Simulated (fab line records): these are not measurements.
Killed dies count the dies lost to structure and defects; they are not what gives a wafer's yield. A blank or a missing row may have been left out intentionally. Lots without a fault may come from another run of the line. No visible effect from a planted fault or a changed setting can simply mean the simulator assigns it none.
Matching of chambers | flow n5-finfet | N5_DUMMY_GATE_HM_OPEN_21 on rie-diel-02: 4 sister chambers
The step chemistry CH3F/O2, target SiNx, target depth 120 nm, time 171.4 s. 14 wafers are shown with their chamber, then 7 later ones without.

## WAFERS PAIRED WITH THEIR CHAMBERS
wafer  | chamber | showerhead-plenum-p-Torr (Torr) | drypump-motor-current-A (A) | rf-vpp-V (V)
L469.2 | 3       | 1.99                            | 5.7                         | 301
L469.5 | 2       | 2.14                            | 5.8                         | 307
L469.6 | 3       | 1.99                            | 5.7                         | 301
L472.2 | 0       | 2.02                            | 5.7                         | 304
L472.5 | 0       | 2.02                            | 5.7                         | 304
L472.6 | 2       | 2.14                            | 5.8                         | 306
L478.1 | 2       | 2.13                            | 5.8                         | 307
L478.5 | 0       | 2.02                            | 5.7                         | 303
L478.6 | 3       | 1.99                            | 5.7                         | 303
L479.1 | 3       | 1.99                            | 5.7                         | 301
L479.3 | 2       | 2.13                            | 5.9                         | 306
L479.6 | 2       | 2.13                            | 5.8                         | 305
L483.1 | 1       | 2.00                            | 5.1                         | 302
L483.2 | 0       | 2.02                            | 5.7                         | 303

SIGNATURES (means of the wafers above)
reading                  | chamber 0 | chamber 1 | chamber 2 | chamber 3 | scatter within a chamber
showerhead-plenum-p-Torr | 2.0200    | 2.0000    | 2.1340    | 1.9900    | 0.00346
drypump-motor-current-A  | 5.700     | 5.100     | 5.820     | 5.700     | 0.0283
rf-vpp-V                 | 303.50    | 302.00    | 306.20    | 301.50    | 0.825
Rule: a wafer lies at a distance from a chamber equal to the root of the sum of squares, over the readings, of (its reading less the chamber's mean, divided by the reading's scatter). If the next closest chamber is less than 2 further off than the closest, the wafer can't be placed; otherwise it belongs to the closest. The scatter: take each reading less its chamber's mean, square it, sum over the shown wafers, divide by the number of wafers less the number of chambers, and take the root.

## WAFERS WITHOUT THEIR CHAMBER
wafer  | showerhead-plenum-p-Torr (Torr) | drypump-motor-current-A (A) | rf-vpp-V (V)
L483.3 | 1.98                            | 5.7                         | 302
L484.1 | 1.98                            | 5.7                         | 301
L484.4 | 1.99                            | 5.1                         | 302
L484.6 | 2.13                            | 5.8                         | 306
L487.3 | 2.13                            | 5.8                         | 305
L487.5 | 1.98                            | 5.7                         | 302
L487.6 | 2.13                            | 5.9                         | 306

## CHAMBER TAKEN BY EACH
wafer  | from the rows above | in truth
L483.3 | 3                   | 3
L484.1 | 3                   | 3
L484.4 | 1                   | 1
L484.6 | 2                   | 2
L487.3 | 2                   | 2
L487.5 | 3                   | 3
L487.6 | 2                   | 2
Placed correctly: 7 of 7. Left unplaced by these rows: 0. 0 placed wrongly.
